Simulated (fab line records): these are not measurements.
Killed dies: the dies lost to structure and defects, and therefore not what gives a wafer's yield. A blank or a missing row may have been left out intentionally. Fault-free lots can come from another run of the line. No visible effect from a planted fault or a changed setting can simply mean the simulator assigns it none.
Struck lot and sound lot, side by side | flow nandHarc | 15 out of 1159 route steps
Sound: wafers L464.1, L464.5, L464.6. Struck: wafer L467.3 (left out: L467.1, a lot-mate that was not struck); the cause follows at the end.
Each step with rows lists, per side, the tool, then ch with its chambers, then its first start. Under that, the readings that differ: sound wafers | struck wafers | difference of the means | sigmas: that difference in standard deviations of wafers without a fault.
alike: readings with means less than 2 such deviations apart, plus words and numbers identical on both sides. not compared: withheld readings, readings lacking a value on some wafer, bounds such as >300 that could conceal the same value, and numbers that have no deviation in the record and whose values overlap.
Wherever a step has rows on one side only, a row that says differs or no value, or a row with sigmas, the two part there. When numbers do not overlap yet have no deviation, they are printed without sigmas and do not part them. Lack of a reading on every wafer of one side parts them only where that side has two or more wafers.

first, 8 steps without rows for these wafers: NHARC_A_CONTACT_COAT_34 (time 75 s); NHARC_A_CONTACT_COAT_35 (time 65 s); NHARC_A_CONTACT_COAT_36 (resist thk 90 nm); NHARC_A_CONTACT_SOFTBAKE_37 (time 55 s); NHARC_A_CONTACT_EBR_38; NHARC_A_CONTACT_EXPOSE_39 (exposes mask A CC 3); NHARC_A_CONTACT_PEB_40 (peb time 65 s); NHARC_A_CONTACT_DEVELOP_41 (develop time 35 s).
NHARC_A_CONTACT_CD_MEAS_42 targets a cd of 200 nm.
  sound on cdSem-03 ch 0, day 19 05:19; struck on cdSem-03 ch 0, day 20 10:57
  alike: cdNm
NHARC_A_CONTACT_OVL_MEAS_43:
  sound on overlay-02, day 19 05:24; struck on overlay-02, day 20 11:02
  alike: overlayXNm, overlayYNm
NHARC_A_CONTACT_INSPECT_44:
  sound on defectInspect-02, day 19 05:26; struck on defectInspect-02, day 20 11:05
  alike: rawDefectCount
NHARC_A_CONTACT_DESCUM_47: chemistry O2, time 3 s.
  sound on rieDiel-08 ch 0,2,3, day 19 05:31; struck on rieDiel-07 ch 3, day 20 11:09
reading                  | sound       | struck | difference | sigmas
drypumpMotorCurrentA (A) | 5.5 6.0 5.6 | 6.7    | +1.0       | +2
  alike: oesProductAu, rfVppV, showerheadPlenumPTorr, throttleValvePct
  not compared: rfHoursCounterH
NHARC_A_CONTACT_ETCH_48: etches the open film in CF4, target depth 39 nm, time 65 s.
  sound on rieDiel-08 ch 1,2,3, day 19 05:42; struck on rieDiel-07 ch 2, day 20 11:13
reading        | sound          | struck | difference | sigmas
runLengthS (s) | 86.1 85.6 86.8 | 82.2   | -4.0       | -9
  alike: drypumpMotorCurrentA, oesProductAu, rfVppV, showerheadPlenumPTorr, throttleValvePct
  not compared: rfHoursCounterH
NHARC_A_CONTACT_ETCH_49: etches the open film in N2/H2, target depth 260 nm, time 475.3 s.
  sound: rieDiel-08 ch 1,2; struck: rieDiel-07 ch 1
  alike: drypumpMotorCurrentA, oesProductAu, rfVppV, runLengthS, showerheadPlenumPTorr, throttleValvePct
  not compared: rfHoursCounterH
next, for these wafers, 1 step has no rows: NHARC_END_SORT_01.

== WHERE THEY PART ==
Last at NHARC_A_CONTACT_ETCH_48 as far as this record goes, first at NHARC_A_CONTACT_DESCUM_47. Later steps at which nothing parts them and some readings are alike: NHARC_A_CONTACT_ETCH_49.

WHY: what had been put in by the simulator
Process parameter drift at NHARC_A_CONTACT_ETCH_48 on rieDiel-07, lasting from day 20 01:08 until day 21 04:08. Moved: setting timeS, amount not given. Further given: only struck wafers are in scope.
